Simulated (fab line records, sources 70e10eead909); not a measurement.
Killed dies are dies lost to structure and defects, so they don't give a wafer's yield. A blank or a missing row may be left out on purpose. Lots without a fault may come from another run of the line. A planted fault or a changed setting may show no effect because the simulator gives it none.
Which tool did it? | flow nand_harc | 11 lots, 33 wafers sampled, at 6 steps of a route of 1159

WHAT THE GAUGES READ, wafer by wafer
NHARC_P_START_INSPECT_01.
lot  | measured    | on                | raw_defect_count
L663 | day 1 18:02 | defect_inspect-02 | 2 5 7
L665 | day 2 06:02 | defect_inspect-01 | 3 1 2
L666 | day 2 12:02 | defect_inspect-01 | 7 6 1
L667 | day 2 18:02 | defect_inspect-02 | 1 3 5
L669 | day 3 06:02 | defect_inspect-02 | 1 2 5
L677 | day 5 06:02 | defect_inspect-01 | 4 4 6
L679 | day 5 18:02 | defect_inspect-01 | 6 4 6
L680 | day 6 00:02 | defect_inspect-02 | 2 4 6
L681 | day 6 06:02 | defect_inspect-02 | 3 3 4
L682 | day 6 12:02 | defect_inspect-02 | 7 4 4
L684 | day 7 00:02 | defect_inspect-02 | 4 8 7

NHARC_P_ZERO_WELL_INSPECT_43.
lot  | measured    | on                | raw_defect_count
L663 | day 2 01:28 | defect_inspect-01 | 14 9 13
L665 | day 2 13:20 | defect_inspect-01 | 27 14 10
L666 | day 2 19:33 | defect_inspect-02 | 16 20 11
L667 | day 3 01:38 | defect_inspect-01 | 32 7 23
L669 | day 3 13:31 | defect_inspect-02 | 5 5 10
L677 | day 5 13:32 | defect_inspect-02 | 14 14 8
L679 | day 6 01:34 | defect_inspect-01 | 7 7 8
L680 | day 6 07:28 | defect_inspect-02 | 2 17 8
L681 | day 6 13:36 | defect_inspect-01 | 17 19 13
L682 | day 6 19:36 | defect_inspect-01 | 9 6 8
L684 | day 7 07:28 | defect_inspect-02 | 10 11 9

NHARC_P_STI_CD_MEAS_09: target cd 200 nm.
lot  | measured    | on        | cd_nm (nm)
L663 | day 2 16:59 | cd_sem-03 | 200.7 202.6 201.3
L665 | day 3 06:26 | cd_sem-01 | 202.8 198.1 201.5
L666 | day 3 12:36 | cd_sem-03 | 197.4 206.6 202.7
L667 | day 3 17:07 | cd_sem-02 | 196.8 199.6 198.6
L669 | day 4 02:49 | cd_sem-02 | 215.3 219.3 213.9
L677 | day 6 05:07 | cd_sem-01 | 201.1 202.4 200.9
L679 | day 6 13:46 | cd_sem-01 | 199.9 200.3 201.4
L680 | day 7 01:48 | cd_sem-01 | 203.0 196.4 200.8
L681 | day 7 01:38 | cd_sem-01 | 199.1 197.7 202.8
L682 | day 7 10:50 | cd_sem-03 | 202.7 197.6 199.5
L684 | day 7 22:54 | cd_sem-03 | 199.6 199.2 203.5

NHARC_P_STI_OCD_MEAS_17.
lot  | measured    | on     | trench_depth_nm (nm) | trench_foot_cd_nm (nm)
L663 | day 2 17:46 | ocd-02 | 301 294 303          | 158.4 161.6 158.9
L665 | day 3 07:13 | ocd-02 | 298 305 300          | 160.6 155.7 159.9
L666 | day 3 13:23 | ocd-01 | 300 304 300          | 155.4 163.5 160.8
L667 | day 3 17:55 | ocd-02 | 292 298 291          | 155.8 157.6 157.8
L669 | day 4 03:37 | ocd-01 | 304 306 306          | 172.7 176.6 170.5
L677 | day 6 05:54 | ocd-02 | 309 303 304          | 158.5 160.2 158.3
L679 | day 6 14:33 | ocd-02 | 297 297 298          | 158.6 159.4 159.7
L680 | day 7 02:35 | ocd-01 | 296 296 295          | 161.9 154.8 159.1
L681 | day 7 02:25 | ocd-02 | 304 304 305          | 156.7 155.1 160.3
L682 | day 7 11:39 | ocd-01 | 312 303 300          | 159.1 155.5 157.4
L684 | day 7 23:41 | ocd-01 | 301 296 293          | 156.9 158.1 162.4

WHICH TOOL RAN EACH LOT (tool, then ch and the chambers of the sampled wafers, then the start)
lot  | NHARC_P_STI_EXPOSE_06            | NHARC_P_STI_ETCH_31
L663 | krf_scanner-04 ch 0, day 2 16:50 | rie_diel-10 ch 0,1,2, day 2 17:46 or earlier
L665 | krf_scanner-04 ch 0, day 3 06:17 | rie_diel-10 ch 1,2,3, day 3 07:13 or earlier
L666 | krf_scanner-03 ch 0, day 3 12:27 | rie_diel-02 ch 2,3, day 3 13:23 or earlier
L667 | krf_scanner-04 ch 0, day 3 16:58 | rie_diel-09 ch 1,3, day 3 17:55 or earlier
L669 | krf_scanner-03 ch 0, day 4 02:40 | rie_diel-09 ch 0,1,3, day 4 03:37 or earlier
L677 | krf_scanner-03 ch 0, day 6 04:58 | rie_diel-10 ch 0,2,3, day 6 05:54 or earlier
L679 | krf_scanner-04 ch 0, day 6 13:37 | rie_diel-09 ch 0,2,3, day 6 14:33 or earlier
L680 | krf_scanner-04 ch 0, day 7 01:38 | rie_diel-09 ch 2,3, day 7 02:35 or earlier
L681 | krf_scanner-02 ch 0, day 7 01:29 | rie_diel-10 ch 0,1,2, day 7 02:25 or earlier
L682 | krf_scanner-04 ch 0, day 7 10:41 | rie_diel-09 ch 0,1,2, day 7 11:39 or earlier
L684 | krf_scanner-03 ch 0, day 7 22:45 | rie_diel-10 ch 1,2,3, day 7 23:41 or earlier
- NHARC_P_STI_EXPOSE_06: exposes mask P STI, target cd 200 nm.
- NHARC_P_STI_ETCH_31: etches the open film in CF4/CHF3, target depth 108.9 nm, time 54.5 s.

WHAT THE TOOLS THEMSELVES READ (means of the sampled wafers that have a number; where no wafer has one, the mark that the record gives instead)
NHARC_P_STI_EXPOSE_06.
lot  | tool           | focus_offset_nm (nm) | reticle_temp_C (C)
L663 | krf_scanner-04 | 0.3                  | 22.91
L665 | krf_scanner-04 | -0.4                 | 22.82
L666 | krf_scanner-03 | -0.1                 | 22.93
L667 | krf_scanner-04 | 0.4                  | 23.00
L669 | krf_scanner-03 | -0.1                 | 23.01
L677 | krf_scanner-03 | 0.1                  | 22.90
L679 | krf_scanner-04 | 0.6                  | 23.10
L680 | krf_scanner-04 | -0.0                 | 22.97
L681 | krf_scanner-02 | -0.0                 | 22.95
L682 | krf_scanner-04 | 0.5                  | 23.04
L684 | krf_scanner-03 | 0.4                  | 22.95

NHARC_P_STI_ETCH_31.
lot  | tool        | drypump_motor_current_A (A) | oes_product_au (a.u.) | rf_vpp_V (V) | showerhead_plenum_p_Torr (Torr) | throttle_valve_pct (%)
L663 | rie_diel-10 | 6.1                         | 0.969                 | 368.1        | 1.51                            | 16.806
L665 | rie_diel-10 | 6.2                         | 0.970                 | 370.7        | 1.58                            | 16.803
L666 | rie_diel-02 | 5.6                         | 0.959                 | 372.3        | 1.59                            | 16.803
L667 | rie_diel-09 | 5.3                         | 0.969                 | 372.1        | 1.59                            | 16.800
L669 | rie_diel-09 | 5.3                         | 0.978                 | 371.4        | 1.61                            | 16.804
L677 | rie_diel-10 | 5.8                         | 0.971                 | 370.4        | 1.55                            | 16.814
L679 | rie_diel-09 | 5.2                         | 0.974                 | 373.1        | 1.64                            | 16.812
L680 | rie_diel-09 | 5.1                         | 0.959                 | 371.9        | 1.62                            | 16.799
L681 | rie_diel-10 | 6.0                         | 0.973                 | 367.9        | 1.51                            | 16.806
L682 | rie_diel-09 | 5.5                         | 0.953                 | 371.6        | 1.62                            | 16.803
L684 | rie_diel-10 | 6.1                         | 0.976                 | 370.2        | 1.57                            | 16.800

THE ANSWER, worked out from the rows above alone
Rule: what is usual is taken from the lots themselves. Put in order of their means at a reading, lots are off if they are a third of the lots or fewer, leave a main group of 4 or more, and stand apart from it by a gap of 3 or more times the standard deviation of the main group's means; of several such gaps the widest counts. A main group whose means are all the same, to the digits that the tables above print for the reading, isn't used. A lot without any number at a reading at which 4 lots or more have one is off too. The other lots that the step has rows for count as sound. The gauges are gone through in route order, then the tools' own readings, and for those a lot's mean is taken as printed above. The first step at which some lot is off is used, and at that step the reading that is off furthest; a lot without a number counts as furthest.
Off: L669, at NHARC_P_STI_CD_MEAS_09 (cd_nm). The main group: mean 200.6 nm, standard deviation 1.
A tool fits if, at a process step before that reading, it ran every lot that is off, and no sound lot after the first of them. The gauges at NHARC_P_STI_CD_MEAS_09 aren't tried: what is off there is off at NHARC_P_STI_OCD_MEAS_17 too, on other tools, and a gauge's error can't cause that. None of those tried fits.

WHAT THE SIMULATOR HAD PUT IN
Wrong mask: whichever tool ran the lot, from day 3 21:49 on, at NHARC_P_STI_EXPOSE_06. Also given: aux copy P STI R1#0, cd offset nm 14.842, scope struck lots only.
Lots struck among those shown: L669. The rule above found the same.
